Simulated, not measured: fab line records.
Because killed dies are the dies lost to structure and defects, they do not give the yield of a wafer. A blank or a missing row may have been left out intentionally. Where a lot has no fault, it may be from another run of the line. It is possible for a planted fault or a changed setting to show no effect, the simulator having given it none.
A struck lot beside a sound one / flow nand-harc / 14 steps out of a route of 1302
Sound: wafers L732.2, L732.5, L732.6. Wafers L723.2, L723.3, L723.5 were the ones struck. The cause is given at the end.
For every step that has rows: the tool of each side, followed by ch and its chambers, followed by its first start. Under that, the readings that differ: sound wafers / struck wafers / difference of the means / sigmas: that difference in standard deviations of wafers without a fault.
alike: a reading whose means differ by less than 2 such deviations, as well as words and numbers matching on both sides. not compared: withheld readings; readings where some wafer has no value; bounds like >300 that might hide an equal value; numbers whose values overlap and for which the record gives no deviation.
A row with sigmas, a row that says differs or no value, or rows on one side alone: a step with any of these is where the two part. Numbers that don't overlap but have no deviation are shown without sigmas and don't part them. Lack of a reading on every wafer of one side parts them only where that side has two or more wafers.

NHARC_A_ZERO_WELL_INSPECT_17:
  sound: defect-inspect-01 at day 14 02:20; struck: defect-inspect-01 at day 10 06:17
  alike: raw-defect-count
then, 3 steps without rows for these wafers: NHARC_A_SOURCE_PLATE_PRECLEAN_00 (cleans in HF-LAST, time 60 s); NHARC_A_SOURCE_PLATE_SRD_01; NHARC_A_SOURCE_PLATE_OXIDE_02 (material SiO2, target thk 10 nm, ox time 1362 s).
NHARC_A_SOURCE_PLATE_THK_MEAS_09: measures by ellipsometry.
  sound: film-metro-01 at day 14 09:08; struck: film-metro-02 at day 10 13:38
  alike: thk-nm
then, 3 steps without rows for these wafers: NHARC_A_SOURCE_PLATE_PVD_04 (deposits WSi2, target thk 50 nm); NHARC_A_SOURCE_PLATE_CVD_03 (deposits poly-Si, target thk 200 nm, time 4000 s); NHARC_A_SOURCE_PLATE_ANNEAL_05 (time 1800 s).
NHARC_A_SOURCE_PLATE_THK_MEAS_06: measures by ellipsometry.
  sound: film-metro-01 at day 14 21:56; struck: film-metro-01 at day 11 02:47
  alike: thk-nm
NHARC_A_SOURCE_PLATE_INSPECT_08:
  sound: defect-inspect-01 at day 14 22:00; struck: defect-inspect-02 at day 11 02:50
  alike: raw-defect-count
NHARC_A_ONON_D1_DEP_00: target thk 1000 nm.
  sound on pecvd-onon-03 ch 0, day 14 22:07; struck on pecvd-onon-01 ch 0, day 11 02:58
NHARC_A_ONON_D1_THK_MEAS_02: measures by ellipsometry.
  sound: film-metro-02 at day 14 22:34; struck: film-metro-01 at day 11 03:25
reading=thk-nm (nm); sound=1006 1007 1006; struck=1302 1300 1300; difference=+294; sigmas=+29
then, no rows for these wafers at 1 step: NHARC_A_ONON_D1_DEP_03 (target thk 1000 nm).
-- record jumps: 16 days between struck wafers' starts before vs after; left off in module A_ONON_D1, resumes in module END, first step shown is number 1302 of the route --
NHARC_END_SORT_01:
  here the record holds rows for the struck wafers (prober-02 ch 0, day 27 11:06) but none for the sound ones

== WHERE THEY PART ==
At NHARC_A_ONON_D1_THK_MEAS_02 first; at NHARC_END_SORT_01 last (within this record only).

WHY: what had been put in by the simulator
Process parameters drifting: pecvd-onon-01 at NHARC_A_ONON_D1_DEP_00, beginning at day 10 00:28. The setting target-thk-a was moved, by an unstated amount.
